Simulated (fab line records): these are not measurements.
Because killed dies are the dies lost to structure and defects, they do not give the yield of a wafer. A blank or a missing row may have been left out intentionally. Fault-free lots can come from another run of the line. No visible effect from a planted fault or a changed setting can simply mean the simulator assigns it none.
Chamber matching    flow nand-harc    NHARC_A_CHANNEL_FILL_D1_CMP_10 on cmp-02: 4 sister chambers
The step polishes, target thk 150 nm. 4 wafers are shown with their chamber, then 8 later ones without.

WAFERS, EACH WITH ITS CHAMBER
wafer   chamber  time-to-endpoint-s (s)
L084.3  1        25
L085.6  0        13
L088.4  2        18
L090.1  3        15

WAFERS MISSING THEIR CHAMBER
wafer   time-to-endpoint-s (s)
L090.4  11
L090.5  14
L093.1  19
L093.2  15
L093.4  24
L096.2  23
L096.3  16
L096.5  13

CHAMBER TAKEN BY EACH
wafer   from the rows above           in truth
L090.4  can't be placed: 0 or 3       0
L090.5  can't be placed: 0 or 3       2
L093.1  2                             2
L093.2  can't be placed: 3 or 0       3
L093.4  1                             1
L096.2  1                             1
L096.3  can't be placed: 3 or 2 or 0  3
L096.5  can't be placed: 0 or 3       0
Placed correctly: 3 of 8. These rows do not allow placing 5 (true chamber among the candidates in 4). Number placed wrongly: 0.
How it was worked out, from the rows above alone: a wafer's distance from a chamber is the root of the sum, over the readings, of the square of ((its reading less the chamber's mean) divided by the reading's scatter). If the next closest chamber is less than 2 further off than the closest, the wafer can't be placed; otherwise it belongs to the closest. Each chamber's mean is taken over the wafers shown for it. The scatter (one wafer shown for each chamber): square how far every hidden wafer sits from the nearest shown wafer, average those squares and take the square root.
